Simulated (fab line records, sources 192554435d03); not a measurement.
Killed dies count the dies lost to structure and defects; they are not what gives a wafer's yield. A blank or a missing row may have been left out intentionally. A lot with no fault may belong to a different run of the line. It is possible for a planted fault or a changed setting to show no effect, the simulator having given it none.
fab line records | flow n5_finfet
record: lots: 7 | wafers: 39
route steps=1938 shown FIN_SAQP@125 DUMMY_GATE@243 SD_EPI_P@307 MOL_CONTACT_COAG@586
start_h: hours from the record's opening day to when the first of the lot's shown wafers began | wait_h: time in hours since the lot's previous step | " the same as in the row above | L1.1+2: several wafers, shown together as one row | - no value, or no start given | * or withheld: withheld | < > ~ a bound
route shown NAME@n: names a module that has steps shown in the file, with the first one's number in the route | usual: average and standard deviation across the fault-free wafers | same: alike in all rows | chamber/n: place in a boat | sites: each site's reading | _std_site: standard deviation across them | _edge_site: mean of outer sites minus mean of inner sites | radius_mm: for every site, how far away it sits from the centre of the wafer | mask NAME#n: copy n | behind: the tool/chamber that last shaped the wafer | hold: the reason the lot was held/the length of the hold in hours/how it ended | device: transistor that didn't switch, given as n, p or np | end of line: the same wafers' tests at the end of the route | a step with no rows: only its recipe | killed: at the first sort, the dies lost to defects and structure; wafer yield is something else | map: a wafer's dies, x killed, . not, _ none there
set.NAME: the setting the step ran with; set.NAME@STEP: the setting that earlier step ran with | model.NAME: the simulator's own value behind a step, which no gauge read
lots where settings were altered on purpose, with a table for each step and a row for each wafer
== steps ==
step: N5_FIN_SAQP_SPACER1_ALD_24
recipe: material: SiO2 | target_thk_a: 203 | temp_c: 300 | ald_precursor_family: BDEAS | ald_co_reactant: O2-plasma | pulse_time_s: 1 | purge_time_s: 2 | co_reactant_purge_time_s: 2 | ald_cycles: 218 | pressure_torr: 2
lot.wafer  | tool       | chamber | start_h | wait_h | set.temp_c | model.SiO2_of_FIN_SAQP_SPACER1_ALD_24.thk_nm
L078.1+3+5 | ald_sin-04 | 1,0,2   | 46.95   | 0.3    | 300        | 20.4
L078.2+4+6 | "          | 2,3,1   | "       | "      | 314        | 20
L083.1+4+5 | ald_sin-03 | 1,2,3   | 77.13   | 0.3    | 300        | 20.2
L083.2     | "          | 3       | "       | "      | 306.2      | 20.2
L083.3+6   | "          | 0       | "       | "      | 306.2      | 20
L084.1+2+3 | ald_sin-04 | 3,0,1   | 83.47   | 0.3    | 300        | 20.4
L084.4+5+6 | "          | 2,2,3   | "       | "      | 310.6      | 20
L090.2+3+6 | ald_sin-03 | 0       | 118.86  | 0.5    | 300        | 20.4
L091.1+3+4 | ald_sin-04 | 2,0,1   | 124.71  | 0.3    | 300        | 20.4
L091.2+5+6 | "          | 3,3,2   | "       | "      | 310.7      | 20
L095.1+6   | ald_sin-02 | 2,0     | 156.81  | 0.3    | 310.2      | 20
L095.2     | "          | 3       | "       | "      | 300        | 20.4
L095.3+4   | "          | 1,0     | "       | "      | 300        | 20.2
L095.5     | "          | 1       | "       | "      | 310.2      | 19.8
L096.1+3+4 | ald_sin-04 | 2,0,3   | 157.17  | 0.3    | 305.6      | 20.2
L096.2     | "          | 1       | "       | "      | 300        | 20.4
L096.5+6   | "          | 0,1     | "       | "      | 300        | 20.2
step: N5_DUMMY_GATE_ETCH_31
recipe: chemistry: C4F6/O2 | target: SiO2 | mask_material: SOC | target_depth_a: 825 | time_s: 27.5 | ion_energy_ev: 250 | pressure_mtorr: 30 | source_w: 345 | bias_w: 185 | Ar_flow_sccm: 300 | C4F6_flow_sccm: 10 | O2_flow_sccm: 10
lot.wafer | tool        | chamber | start_h | wait_h | set.target_depth_a | model.etch.depth_nm | model.SOC_of_DUMMY_GATE_COAT_34.thk_nm
L078.1    | rie_diel-04 | 2       | 71.94   | 0.0    | 723.1              | 74.79               | 52.4
L078.2    | "           | 0       | "       | "      | 723.1              | 73.75               | 52.4
L078.3    | "           | 3       | "       | "      | 825                | 83.48               | 51.4
L078.4    | "           | 1       | "       | "      | 825                | 82.55               | 51.6
L078.5    | "           | 1       | "       | "      | 723.1              | 72.04               | 52.6
L078.6    | "           | 2       | "       | "      | 825                | 85.48               | 51.2
L083.1    | rie_diel-06 | 0       | 101.99  | 0.1    | 736.2              | 72.56               | 53
L083.2    | "           | 2       | "       | "      | 825                | 82.14               | 52
L083.3    | "           | 1       | "       | "      | 825                | 84.01               | 51.8
L083.4    | "           | 3       | "       | "      | 736.2              | 73.78               | 52.8
L083.5    | "           | 2       | "       | "      | 825                | 82.14               | 51.8
L083.6    | "           | 3       | "       | "      | 736.2              | 73.47               | 53
L084.1    | rie_diel-04 | 1       | 107.91  | 0.0    | 860.3              | 84.99               | 51.4
L084.2    | "           | 0       | "       | "      | 860.3              | 85.96               | 51.4
L084.3    | "           | 3       | "       | "      | 825                | 82.55               | 51.6
L084.4    | "           | 2       | "       | "      | 825                | 83.02               | 51.6
L084.5    | "           | 1       | "       | "      | 825                | 80.88               | 52
L084.6    | "           | 0       | "       | "      | 860.3              | 86.76               | 51.2
L090.2    | rie_diel-04 | 0       | 141.98  | 0.0    | 825                | 83.9                | 51.6
L090.3    | "           | 2       | "       | "      | 825                | 83.69               | 51.8
L090.6    | "           | 2       | "       | "      | 825                | 83.89               | 51.6
L091.1    | rie_diel-02 | 1       | 148.79  | 0.0    | 825                | 82.62               | 52.2
L091.2    | "           | 3       | "       | "      | 825                | 79.74               | 52.2
L091.3    | "           | 0       | "       | "      | 825                | 79.5                | 52.2
L091.4    | "           | 1       | "       | "      | 825                | 82.76               | 52.2
L091.5    | "           | 0       | "       | "      | 825                | 80.61               | 52.4
L091.6    | "           | 3       | "       | "      | 825                | 80.12               | 52.2
L095.1    | rie_diel-02 | 2       | 181.23  | 0.0    | 793.1              | 80.74               | 51.8
L095.2    | "           | 1       | "       | "      | 825                | 83.09               | 51.4
L095.3    | "           | 3       | "       | "      | 825                | 79.82               | 51.8
L095.4    | "           | 0       | "       | "      | 793.1              | 77.78               | 52
L095.5    | "           | 1       | "       | "      | 793.1              | 79.55               | 52
L095.6    | "           | 0       | "       | "      | 825                | 80.93               | 51.8
L096.1    | rie_diel-02 | 0       | 181.63  | 0.0    | 921.5              | 90                  | 51.4
L096.2    | "           | 3       | "       | "      | 825                | 80.3                | 52.2
L096.3    | "           | 1       | "       | "      | 921.5              | 91.96               | 51.4
L096.4    | "           | 2       | "       | "      | 825                | 83.23               | 52.2
L096.5    | "           | 3       | "       | "      | 921.5              | 90.13               | 51.4
L096.6    | "           | 0       | "       | "      | 825                | 80.41               | 52.4
step: N5_SD_EPI_P_ETCH_36
recipe: chemistry: CF4 | target: SiARC | target_depth_a: 455 | mask_material: CAR-ArF-block | time_s: 75.8 | ion_energy_ev: 80 | pressure_mtorr: 40 | source_w: 545 | bias_w: 36 | Ar_flow_sccm: 100 | cf4_flow_sccm: 100 | ends: cleared
usual: rf_vpp_V: 184.4/0.96
lot.wafer | tool        | chamber | start_h | wait_h | set.bias_w | rf_vpp_V
L078.1    | rie_diel-02 | 3       | 79.73   | 0.0    | 36         | 184.3
L078.2    | "           | 1       | "       | "      | 33.99      | 177.5
L078.3    | "           | 2       | "       | "      | 33.99      | 177.4
L078.4    | "           | 0       | "       | "      | 33.99      | 176.5
L078.5    | "           | 0       | "       | "      | 36         | 184.3
L078.6    | "           | 1       | "       | "      | 36         | 185.7
L083.1    | rie_diel-02 | 3       | 108.93  | 0.0    | 34.2       | 178.4
L083.2    | "           | 0       | "       | "      | 34.2       | 178.3
L083.3    | "           | 1       | "       | "      | 36         | 183.4
L083.4    | "           | 2       | "       | "      | 36         | 186.2
L083.5    | "           | 1       | "       | "      | 36         | 186.4
L083.6    | "           | 0       | "       | "      | 34.2       | 177.8
L084.1    | rie_diel-02 | 2       | 114.60  | 0.0    | 36         | 185.2
L084.2    | "           | 0       | "       | "      | 36         | 184.3
L084.3    | "           | 3       | "       | "      | 36         | 184.6
L084.4    | "           | 1       | "       | "      | 36         | 184.1
L084.5    | "           | 1       | "       | "      | 36         | 184.3
L084.6    | "           | 2       | "       | "      | 36         | 185.0
L090.2    | rie_diel-02 | 3       | 149.18  | 0.0    | 36         | 185.0
L090.3    | "           | 1       | "       | "      | 36         | 185.8
L090.6    | "           | 0       | "       | "      | 36         | 183.3
L091.1    | rie_diel-06 | 0       | 155.49  | 0.0    | 36         | 182.9
L091.2    | "           | 1       | "       | "      | 38.26      | 191.4
L091.3    | "           | 2       | "       | "      | 36         | 184.9
L091.4    | "           | 1       | "       | "      | 38.26      | 193.8
L091.5    | "           | 2       | "       | "      | 36         | 183.6
L091.6    | "           | 0       | "       | "      | 38.26      | 191.0
L095.1    | rie_diel-02 | 3       | 188.73  | 0.0    | 36         | 185.7
L095.2    | "           | 2       | "       | "      | 36         | 184.5
L095.3    | "           | 0       | "       | "      | 36         | 184.3
L095.4    | "           | 1       | "       | "      | 36         | 183.0
L095.5    | "           | 2       | "       | "      | 36         | 184.7
L095.6    | "           | 3       | "       | "      | 36         | 184.2
L096.1    | rie_diel-04 | 2       | 189.05  | 0.0    | 36         | 182.4
L096.2    | "           | 3       | "       | "      | 36         | 184.3
L096.3    | "           | 1       | "       | "      | 36         | 185.9
L096.4    | "           | 3       | "       | "      | 36         | 184.9
L096.5    | "           | 2       | "       | "      | 36         | 184.0
L096.6    | "           | 1       | "       | "      | 36         | 184.5
step: N5_MOL_CONTACT_COAG_VIA_ETCH_46
recipe: chemistry: C4F6/O2 | target_depth_a: 460 | overetch_a: 92 | mask_material: SOC | target: SiO2 | bias_w: 455 | pressure_mtorr: 10 | time_s: 40 | source_w: 325 | Ar_flow_sccm: 300 | C4F6_flow_sccm: 10 | O2_flow_sccm: 10 | ion_energy_ev: 575.3 | ends: end_point
usual: rf_vpp_V: 1584/31
lot.wafer | tool        | chamber | start_h | wait_h | set.bias_w | rf_vpp_V
L078.1    | rie_diel-05 | 0       | 124.85  | 0.0    | 533.5      | 1729
L078.2    | "           | 3       | "       | "      | 533.5      | 1724
L078.3    | "           | 1       | "       | "      | 455        | 1555
L078.4    | "           | 2       | "       | "      | 455        | 1621
L078.5    | "           | 1       | "       | "      | 455        | 1556
L078.6    | "           | 0       | "       | "      | 533.5      | 1730
L083.1    | rie_diel-03 | 1       | 152.73  | 0.0    | 455        | 1574
L083.2    | "           | 0       | "       | "      | 455        | 1604
L083.3    | "           | 2       | "       | "      | 455        | 1578
L083.4    | "           | 2       | "       | "      | 455        | 1577
L083.5    | "           | 1       | "       | "      | 455        | 1573
L083.6    | "           | 0       | "       | "      | 455        | 1603
L084.1    | rie_diel-01 | 3       | 158.78  | 0.0    | 374        | 1350
L084.2    | "           | 0       | "       | "      | 374        | 1387
L084.3    | "           | 2       | "       | "      | 374        | 1399
L084.4    | "           | 1       | "       | "      | 455        | 1628
L084.5    | "           | 0       | "       | "      | 455        | 1607
L084.6    | "           | 3       | "       | "      | 455        | 1567
L090.2    | rie_diel-03 | 3       | 195.22  | 0.0    | 455        | 1587
L090.3    | "           | 0       | "       | "      | 455        | 1603
L090.6    | "           | 2       | "       | "      | 455        | 1578
L091.1    | rie_diel-01 | 1       | 201.45  | 0.0    | 455        | 1626
L091.2    | "           | 3       | "       | "      | 455        | 1566
L091.3    | "           | 2       | "       | "      | 386.5      | 1436
L091.4    | "           | 0       | "       | "      | 386.5      | 1421
L091.5    | "           | 3       | "       | "      | 386.5      | 1383
L091.6    | "           | 2       | "       | "      | 455        | 1623
L095.1    | rie_diel-03 | 3       | 232.74  | 0.0    | 455        | 1588
L095.2    | "           | 1       | "       | "      | 455        | 1574
L095.3    | "           | 2       | "       | "      | 455        | 1578
L095.4    | "           | 0       | "       | "      | 455        | 1604
L095.5    | "           | 2       | "       | "      | 455        | 1576
L095.6    | "           | 3       | "       | "      | 455        | 1589
L096.1    | rie_diel-05 | 3       | 233.39  | 0.0    | 523.7      | 1702
L096.2    | "           | 2       | "       | "      | 523.7      | 1798
L096.3    | "           | 1       | "       | "      | 455        | 1553
L096.4    | "           | 1       | "       | "      | 523.7      | 1726
L096.5    | "           | 3       | "       | "      | 455        | 1534
L096.6    | "           | 2       | "       | "      | 455        | 1620
step: N5_MOL_CONTACT_COAG_ETCH_67
recipe: chemistry: N2/H2 | target: SOC | target_depth_a: 600 | overetch_a: 210 | mask_material: SiARC | temp_c: 40 | time_s: 101.2 | ion_energy_ev: 200 | pressure_mtorr: 30 | source_w: 840 | bias_w: 150 | n2_flow_sccm: 200 | h2_flow_sccm: 200
usual: rf_vpp_V: 524.4/2.7
lot.wafer | tool        | chamber | start_h | wait_h | set.source_w | rf_vpp_V
L078.1    | rie_diel-03 | 1       | 126.56  | 0.0    | 690.3        | 557.1
L078.2    | "           | 2       | "       | "      | 690.3        | 558.2
L078.3    | "           | 0       | "       | "      | 840          | 525.7
L078.4    | "           | 0       | "       | "      | 840          | 526.8
L078.5    | "           | 1       | "       | "      | 690.3        | 556.8
L078.6    | "           | 2       | "       | "      | 840          | 523.3
L083.1    | rie_diel-01 | 3       | 155.27  | 0.0    | 840          | 527.9
L083.2    | "           | 0       | "       | "      | 840          | 527.5
L083.3    | "           | 1       | "       | "      | 840          | 524.5
L083.4    | "           | 2       | "       | "      | 840          | 525.5
L083.5    | "           | 0       | "       | "      | 840          | 529.4
L083.6    | "           | 3       | "       | "      | 840          | 528.2
L084.1    | rie_diel-03 | 0       | 160.74  | 0.0    | 840          | 525.8
L084.2    | "           | 1       | "       | "      | 840          | 522.0
L084.3    | "           | 2       | "       | "      | 840          | 523.1
L084.4    | "           | 0       | "       | "      | 840          | 527.0
L084.5    | "           | 1       | "       | "      | 840          | 523.2
L084.6    | "           | 2       | "       | "      | 840          | 522.3
L090.2    | rie_diel-03 | 0       | 196.48  | 0.0    | 840          | 524.5
L090.3    | "           | 2       | "       | "      | 840          | 521.9
L090.6    | "           | 2       | "       | "      | 840          | 522.2
L091.1    | rie_diel-01 | 3       | 203.27  | 0.0    | 892.7        | 518.6
L091.2    | "           | 0       | "       | "      | 840          | 527.4
L091.3    | "           | 2       | "       | "      | 892.7        | 514.9
L091.4    | "           | 1       | "       | "      | 840          | 524.3
L091.5    | "           | 3       | "       | "      | 892.7        | 519.0
L091.6    | "           | 0       | "       | "      | 840          | 528.4
L095.1    | rie_diel-01 | 1       | 234.31  | 0.0    | 774.8        | 539.4
L095.2    | "           | 0       | "       | "      | 840          | 529.0
L095.3    | "           | 3       | "       | "      | 840          | 528.0
L095.4    | "           | 2       | "       | "      | 774.8        | 540.1
L095.5    | "           | 1       | "       | "      | 840          | 523.9
L095.6    | "           | 2       | "       | "      | 774.8        | 538.6
L096.1    | rie_diel-01 | 3       | 234.84  | 0.0    | 840          | 528.5
L096.2    | "           | 0       | "       | "      | 789.4        | 539.6
L096.3    | "           | 1       | "       | "      | 840          | 524.7
L096.4    | "           | 2       | "       | "      | 789.4        | 535.7
L096.5    | "           | 2       | "       | "      | 840          | 526.5
L096.6    | "           | 3       | "       | "      | 789.4        | 538.2
== key ==
split: step: N5_FIN_SAQP_SPACER1_ALD_24 | setting: temp_c | stated: 300 | by: wafer
response: step: N5_FIN_SAQP_SPACER1_ALD_24 | reading: model.SiO2_of_FIN_SAQP_SPACER1_ALD_24.thk_nm | change: -0.0941 | per: 1% | r: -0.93
split: step: N5_DUMMY_GATE_ETCH_31 | setting: target_depth_a | stated: 825 | by: wafer
response: step: N5_DUMMY_GATE_ETCH_31 | reading: model.etch.depth_nm | change: +0.827 | per: 1% | r: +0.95
response: step: N5_DUMMY_GATE_ETCH_31 | reading: model.SOC_of_DUMMY_GATE_COAT_34.thk_nm | change: -0.0856 | per: 1% | r: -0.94
split: step: N5_SD_EPI_P_ETCH_36 | setting: bias_w | stated: 36 | by: wafer
response: step: N5_SD_EPI_P_ETCH_36 | reading: rf_vpp_V | change: +1.36 | per: 1% | r: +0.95
split: step: N5_MOL_CONTACT_COAG_VIA_ETCH_46 | setting: bias_w | stated: 455 | by: wafer
response: step: N5_MOL_CONTACT_COAG_VIA_ETCH_46 | reading: rf_vpp_V | change: +11.3 | per: 1% | r: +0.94
split: step: N5_MOL_CONTACT_COAG_ETCH_67 | setting: source_w | stated: 840 | by: wafer
response: step: N5_MOL_CONTACT_COAG_ETCH_67 | reading: rf_vpp_V | change: -1.75 | per: 1% | r: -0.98
